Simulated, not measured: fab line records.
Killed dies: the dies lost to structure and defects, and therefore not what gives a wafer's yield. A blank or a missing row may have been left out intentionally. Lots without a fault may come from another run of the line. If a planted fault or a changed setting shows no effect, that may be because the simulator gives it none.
Chamber matching	flow n5Finfet	4 sister chambers for N5_STI_FIN_REVEAL_ETCH_34 on rieSi-06
The step etches Si in H2, material Si, target depth 0.97 nm. 8 wafers are shown with their chamber, then 11 later ones without.

## WAFERS WITH THEIR CHAMBER
wafer	chamber	drypumpMotorCurrentA (A)	oesProductAu (a.u.)
L080.1	1	5.3	0.966
L083.1	0	5.6	0.978
L083.3	3	5.9	1.027
L083.5	2	5.2	0.996
L084.1	2	5.2	1.007
L084.2	3	5.9	1.026
L084.3	1	5.4	0.963
L084.4	0	5.7	0.990

## WAFERS WITH NO CHAMBER GIVEN
wafer	drypumpMotorCurrentA (A)	oesProductAu (a.u.)
L084.5	5.9	1.026
L084.6	5.2	0.999
L087.3	5.6	0.974
L087.4	5.2	1.008
L087.5	5.6	0.977
L091.3	5.4	0.981
L091.5	5.6	0.992
L091.6	5.4	0.975
L096.1	6.0	1.039
L096.4	5.6	0.994
L096.5	6.0	1.032

## WHICH CHAMBER EACH WENT THROUGH
wafer	from the rows above	in truth
L084.5	3	3
L084.6	2	2
L087.3	0	0
L087.4	2	2
L087.5	0	0
L091.3	1	1
L091.5	0	0
L091.6	1	1
L096.1	3	3
L096.4	0	0
L096.5	3	3
Placed correctly: 11 of 11. Not placeable from these rows: 0. Placed wrongly: 0.
How it was worked out, from the rows above alone: a wafer's distance from a chamber is the root of the sum, over the readings, of the square of ((its reading less the chamber's mean) divided by the reading's scatter). If the next closest chamber is less than 2 further off than the closest, the wafer can't be placed; otherwise it belongs to the closest. The mean given for a chamber averages the wafers shown for that chamber. The scatter is the square root of a quotient: the sum, over the shown wafers, of each reading's squared deviation from its chamber's mean, divided by wafers minus chambers.
